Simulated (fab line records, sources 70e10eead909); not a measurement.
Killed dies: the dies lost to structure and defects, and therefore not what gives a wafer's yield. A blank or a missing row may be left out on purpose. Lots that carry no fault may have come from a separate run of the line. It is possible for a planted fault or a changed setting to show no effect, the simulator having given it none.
Struck lot and sound lot, side by side | flow nandHarc | 40 steps out of a route of 1302
Sound: these wafers, L760.1, L760.4, L760.6. Struck: wafers L752.1, L752.5, L752.6. Last of all comes the cause.
Per side, at each step with rows, come the tool, then ch with its chambers, and then its first start. Under that, the readings that differ: sound wafers | struck wafers | difference of the means | sigmas: that difference in standard deviations of wafers without a fault.
alike: readings with means less than 2 such deviations apart, plus words and numbers identical on both sides. not compared: withheld readings, readings lacking a value on some wafer, bounds such as >300 that could conceal the same value, and numbers that have no deviation in the record and whose values overlap.
Wherever a step has rows on one side only, a row that says differs or no value, or a row with sigmas, the two part there. Non-overlapping numbers with no deviation appear without sigmas and do not part them. A reading that every wafer of one side lacks parts them only if that side has two wafers or more.

first, 3 steps without rows for these wafers: NHARC_A_STAIRCASE_HARDBAKE_218 (time 140 s); NHARC_A_STAIRCASE_DESCUM_219 (chemistry O2, time 3 s); NHARC_A_STAIRCASE_TRIM_220 (chemistry O2, time 211.2 s).
NHARC_A_STAIRCASE_ETCH_221: etches the open film in C4F8/O2, target depth 100 nm, time 40.5 s.
  sound on rieDiel-11 ch 1,2; struck on rieDiel-04 ch 0,3
  alike: chamberPressureMTorr, oesProductAu, rfVppV
  not compared: rfHoursCounterH
then, 6 steps without rows for these wafers: NHARC_A_STAIRCASE_TRIM_222 (chemistry O2, time 211.2 s); NHARC_A_STAIRCASE_ETCH_223 (etches the open film in C4F8/O2, target depth 100 nm, time 40.5 s); NHARC_A_STAIRCASE_TRIM_224 (chemistry O2, time 211.2 s); NHARC_A_STAIRCASE_ETCH_225 (etches the open film in C4F8/O2, target depth 100 nm, time 40.5 s); NHARC_A_STAIRCASE_TRIM_226 (chemistry O2, time 211.2 s); NHARC_A_STAIRCASE_ETCH_227 (etches the open film in C4F8/O2, target depth 100 nm, time 40.5 s).
NHARC_A_STAIRCASE_TRIM_229: chemistry O2, time 211.2 s.
  sound on rieDiel-12 ch 0,2, day 23 15:43; struck on rieDiel-04 ch 0,2, day 20 09:57
  alike: chamberPressureMTorr, drypumpMotorCurrentA, mfcArSccm, oesProductAu, rfVppV, showerheadPlenumPTorr, throttleValvePct
  not compared: rfHoursCounterH
NHARC_A_STAIRCASE_ETCH_230: etches the open film in C4F8/O2, target depth 100 nm, time 40.5 s.
  sound on rieDiel-12 ch 0,2; struck on rieDiel-04 ch 0,2
  alike: chamberPressureMTorr, oesProductAu, rfVppV
  not compared: rfHoursCounterH
then, 1 step without rows for these wafers: NHARC_A_STAIRCASE_TRIM_231 (chemistry O2, time 211.2 s).
NHARC_A_STAIRCASE_ETCH_232: etches the open film in C4F8/O2, target depth 100 nm, time 40.5 s.
  sound on rieDiel-12 ch 0,1,3; struck on rieDiel-04 ch 0,3
  alike: chamberPressureMTorr, oesProductAu, rfVppV
  not compared: rfHoursCounterH
then, 1 step without rows for these wafers: NHARC_A_STAIRCASE_TRIM_233 (chemistry O2, time 211.2 s).
NHARC_A_STAIRCASE_ETCH_234: etches the open film in C4F8/O2, target depth 100 nm, time 40.5 s.
  sound on rieDiel-12 ch 2,3; struck on rieDiel-04 ch 0,3
  alike: chamberPressureMTorr, oesProductAu, rfVppV
  not compared: rfHoursCounterH
NHARC_A_STAIRCASE_TRIM_235: chemistry O2, time 211.2 s.
  sound on rieDiel-12 ch 0,1,3; struck on rieDiel-04 ch 2,3
  alike: chamberPressureMTorr, drypumpMotorCurrentA, mfcArSccm, oesProductAu, rfVppV, showerheadPlenumPTorr, throttleValvePct
  not compared: rfHoursCounterH
then, 21 steps without rows for these wafers: NHARC_A_STAIRCASE_ETCH_236 (etches the open film in C4F8/O2, target depth 100 nm, time 40.5 s); NHARC_A_STAIRCASE_STRIP_238 (strips in O2); NHARC_A_STAIRCASE_STRIP_239 (strips in SPM, time 900 s); NHARC_A_STAIRCASE_PRECLEAN_240 (cleans in SC1); NHARC_A_STAIRCASE_SRD_241; NHARC_A_STAIRCASE_DEHYDRATE_242 (time 120 s); NHARC_A_STAIRCASE_HMDS_243 (time 30 s); NHARC_A_STAIRCASE_COAT_244; NHARC_A_STAIRCASE_SOFTBAKE_245 (time 170 s); NHARC_A_STAIRCASE_EBR_246; NHARC_A_STAIRCASE_EXPOSE_247 (exposes mask SDS 1); NHARC_A_STAIRCASE_PEB_248 (peb time 130 s); NHARC_A_STAIRCASE_DEVELOP_249 (time 140 s); NHARC_A_STAIRCASE_HARDBAKE_251 (time 140 s); NHARC_A_STAIRCASE_DESCUM_252 (chemistry O2, time 3 s); NHARC_A_STAIRCASE_ETCH_253 (etches the open film in C4F8/O2, target depth 50 nm, time 20.2 s); NHARC_A_STAIRCASE_STRIP_254 (strips in O2); NHARC_A_STAIRCASE_STRIP_255 (strips in SPM, time 900 s); NHARC_A_STAIRCASE_PRECLEAN_256 (cleans in SC1); NHARC_A_STAIRCASE_SRD_257; NHARC_A_STAIRCASE_HM_DEP_456 (deposits aC, target thk 3100 nm).
-- here the record skips 3 days between the struck wafers' starts before and after, leaving off in module A_STAIRCASE and picking up in module A_SGD_CUT (first step shown: number 904 of the route) --
NHARC_A_SGD_CUT_DESCUM_14: chemistry O2, time 3 s.
  sound on rieDiel-01 ch 2,3, day 26 08:25; struck on rieDiel-02 ch 1,2, day 23 06:22
reading | sound | struck                                                                  | difference                   | sigmas
hold    | - - - | awaitDispo/4.3h/release awaitDispo/4.3h/release awaitDispo/4.3h/release | no value on the sound wafers | 
  alike: chamberPressureMTorr, drypumpMotorCurrentA, mfcArSccm, oesProductAu, rfVppV, showerheadPlenumPTorr, throttleValvePct
  not compared: rfHoursCounterH
-- record jumps: 6 days between struck wafers' starts before vs after; left off in module A_SGD_CUT, resumes in module END, first step shown is number 1302 of the route --
NHARC_END_SORT_01:
  here the record holds rows for the struck wafers (prober-01 ch 0, day 29 09:51) but none for the sound ones

== WHERE THEY PART ==
Last at NHARC_END_SORT_01 as far as this record goes, first at NHARC_A_SGD_CUT_DESCUM_14.

WHY: what the simulator had put in
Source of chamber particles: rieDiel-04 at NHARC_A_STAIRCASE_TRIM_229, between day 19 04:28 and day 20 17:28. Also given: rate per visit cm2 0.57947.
